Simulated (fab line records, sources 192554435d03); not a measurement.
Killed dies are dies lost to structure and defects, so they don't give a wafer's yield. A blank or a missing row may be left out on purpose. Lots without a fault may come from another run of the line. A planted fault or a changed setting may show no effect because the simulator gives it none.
Chamber matching | flow n5_finfet | N5_MOL_CONTACT_COAG_CMP_23 on cmp-01: 4 sister chambers
The step polishes, stops on SiO2, t overpolish 1.5 s, target thk 0 nm. 22 wafers are shown with their chamber, then 11 later ones without.

WAFERS WITH THEIR CHAMBER
wafer  | chamber | motor_current_A (A) | time_to_endpoint_s (s) | overpolish_run_s (s)
L074.3 | 3       | 8.3                 | 10.8                   | 1.508
L074.4 | 0       | 7.9                 | 6.5                    | 1.508
L074.6 | 3       | 8.2                 | 8.4                    | 1.491
L078.3 | 0       | 8.5                 | 9.7                    | 1.506
L078.5 | 1       | 9.2                 | 11.3                   | 1.503
L078.6 | 2       | 7.1                 | 11.5                   | 1.506
L079.2 | 3       | 8.1                 | 7.4                    | 1.498
L079.3 | 1       | 9.5                 | 6.8                    | 1.504
L079.6 | 1       | 8.8                 | 7.1                    | 1.492
L080.1 | 2       | 7.4                 | 11.0                   | 1.500
L080.2 | 0       | 8.2                 | 7.6                    | 1.493
L080.3 | 1       | 9.5                 | 8.6                    | 1.500
L082.4 | 2       | 7.0                 | 12.4                   | 1.509
L082.5 | 3       | 8.8                 | 8.9                    | 1.493
L082.6 | 0       | 8.4                 | 5.3                    | 1.506
L084.1 | 3       | 8.0                 | 6.0                    | 1.502
L084.4 | 1       | 9.2                 | 8.0                    | 1.498
L084.6 | 3       | 8.6                 | 5.5                    | 1.501
L087.1 | 2       | 7.3                 | 9.0                    | 1.504
L087.4 | 0       | 8.2                 | 5.7                    | 1.502
L087.5 | 0       | 8.4                 | 5.8                    | 1.496
L089.3 | 2       | 7.5                 | 10.9                   | 1.493

SIGNATURES (means of the wafers above)
reading            | chamber 0 | chamber 1 | chamber 2 | chamber 3 | scatter within a chamber
motor_current_A    | 8.267     | 9.240     | 7.260     | 8.333     | 0.259
time_to_endpoint_s | 6.767     | 8.360     | 10.960    | 7.833     | 1.7
overpolish_run_s   | 1.50183   | 1.49940   | 1.50240   | 1.49883   | 0.00589
Rule: a wafer's distance from a chamber is the root of the sum, over the readings, of the square of ((its reading less the chamber's mean) divided by the reading's scatter). The wafer belongs to the nearest chamber; if the next one is less than 2 further off, it can't be placed. The scatter: the root of (the sum of the squares of (reading less its chamber's mean) over the shown wafers, divided by (wafers less chambers)).

WAFERS WITHOUT THEIR CHAMBER
wafer  | motor_current_A (A) | time_to_endpoint_s (s) | overpolish_run_s (s)
L089.4 | 8.0                 | 4.9                    | 1.504
L089.6 | 8.1                 | 6.5                    | 1.502
L091.2 | 8.0                 | 6.8                    | 1.510
L091.4 | 8.0                 | 5.6                    | 1.503
L091.5 | 8.2                 | 6.2                    | 1.492
L096.1 | 9.4                 | 8.0                    | 1.498
L096.2 | 8.0                 | 6.9                    | 1.490
L096.3 | 8.1                 | 9.0                    | 1.493
L096.4 | 7.8                 | 14.0                   | 1.487
L096.5 | 7.4                 | 13.3                   | 1.490
L096.6 | 8.1                 | 9.2                    | 1.511

WHICH CHAMBER EACH WENT THROUGH
wafer  | from the rows above          | in truth
L089.4 | can't be placed: 0 or 3      | 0
L089.6 | can't be placed: 0 or 3      | 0
L091.2 | can't be placed: 0 or 3      | 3
L091.4 | can't be placed: 0 or 3      | 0
L091.5 | can't be placed: 3 or 0      | 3
L096.1 | 1                            | 1
L096.2 | can't be placed: 3 or 0      | 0
L096.3 | can't be placed: 3 or 0      | 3
L096.4 | can't be placed: 2 or 3 or 0 | 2
L096.5 | 2                            | 2
L096.6 | can't be placed: 0 or 3 or 2 | 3
Placed correctly: 2 of 11. Can't be placed from these rows: 9 (the true chamber is among the candidates in 9). Placed wrongly: 0.
